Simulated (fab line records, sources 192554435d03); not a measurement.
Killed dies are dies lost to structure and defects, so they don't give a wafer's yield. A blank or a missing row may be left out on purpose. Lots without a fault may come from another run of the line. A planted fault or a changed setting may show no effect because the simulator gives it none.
Chamber matching | flow n5_finfet | N5_BEOL_M7_CMP_52 on cmp-02: 4 sister chambers
The step polishes, stops on SiCOH lowk, t overpolish 6.9 s, target thk 80 nm. 8 wafers are shown with their chamber, then 7 later ones without.

WAFERS WITH THEIR CHAMBER
wafer  | chamber | time_to_endpoint_s (s) | barrier_field_endpoint_s (s)
L078.3 | 0       | 59                     | 27.0
L079.3 | 2       | 66                     | 30.1
L079.6 | 1       | 74                     | 32.5
L081.2 | 3       | 61                     | 28.9
L081.3 | 2       | 70                     | 30.7
L081.5 | 0       | 65                     | 28.9
L087.1 | 1       | 74                     | 30.7
L087.3 | 3       | 60                     | 27.1

WAFERS WITHOUT THEIR CHAMBER
wafer  | time_to_endpoint_s (s) | barrier_field_endpoint_s (s)
L087.6 | 72                     | 30.1
L093.2 | 64                     | 27.9
L093.4 | 60                     | 27.9
L093.5 | 71                     | 30.4
L094.1 | 57                     | 27.9
L094.4 | 60                     | 28.8
L094.6 | 60                     | 29.0

WHICH CHAMBER EACH WENT THROUGH
wafer  | from the rows above          | in truth
L087.6 | can't be placed: 1 or 2      | 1
L093.2 | can't be placed: 0 or 3 or 2 | 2
L093.4 | can't be placed: 3 or 0      | 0
L093.5 | can't be placed: 2 or 1      | 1
L094.1 | can't be placed: 3 or 0      | 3
L094.4 | can't be placed: 3 or 0      | 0
L094.6 | can't be placed: 3 or 0      | 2
Placed correctly: 0 of 7. Can't be placed from these rows: 7 (the true chamber is among the candidates in 6). Placed wrongly: 0.
How it was worked out, from the rows above alone: a wafer's distance from a chamber is the root of the sum, over the readings, of the square of ((its reading less the chamber's mean) divided by the reading's scatter). The wafer belongs to the nearest chamber; if the next one is less than 2 further off, it can't be placed. A chamber's mean is the mean of its shown wafers. The scatter: the root of (the sum of the squares of (reading less its chamber's mean) over the shown wafers, divided by (wafers less chambers)).
